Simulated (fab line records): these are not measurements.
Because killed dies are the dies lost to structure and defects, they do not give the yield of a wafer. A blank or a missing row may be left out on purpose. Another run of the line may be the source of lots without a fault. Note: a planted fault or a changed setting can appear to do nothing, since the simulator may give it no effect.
Matching of chambers ; flow n5_finfet ; 3 sister chambers for N5_BEOL_M10_PECVD_70 on pecvd-02
The step deposits SiO2 from TEOS/O2, target thk 20 nm, time 22.7 s. 3 wafers are shown with their chamber, then 7 later ones without.

== WAFERS WITH THEIR CHAMBER ==
wafer;chamber;throttle_valve_pct (%)
L087.4;1;22.7
L087.6;2;22.2
L096.4;0;21.0

== WAFERS MISSING THEIR CHAMBER ==
wafer;throttle_valve_pct (%)
L096.6;22.9
L092.3;22.4
L092.5;21.0
L092.6;22.4
L097.1;20.9
L097.5;22.3
L097.6;22.5

== CHAMBER TAKEN BY EACH ==
wafer;from the rows above;in truth
L096.6;1;1
L092.3;can't be placed: 2 or 1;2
L092.5;0;0
L092.6;can't be placed: 2 or 1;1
L097.1;0;0
L097.5;can't be placed: 2 or 1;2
L097.6;can't be placed: 1 or 2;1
Correct placement for 3 of the 7. From these rows, 4 cannot be placed; in 4 the true chamber is one of the candidates. Placed wrongly: 0.
How it was worked out, from the rows above alone: a wafer's distance from a chamber is the root of the sum, over the readings, of the square of ((its reading less the chamber's mean) divided by the reading's scatter). If the next closest chamber is less than 2 further off than the closest, the wafer can't be placed; otherwise it belongs to the closest. The mean given for a chamber averages the wafers shown for that chamber. The scatter: root of mean squared gap, hidden wafer to nearest shown wafer, with one shown wafer a chamber.
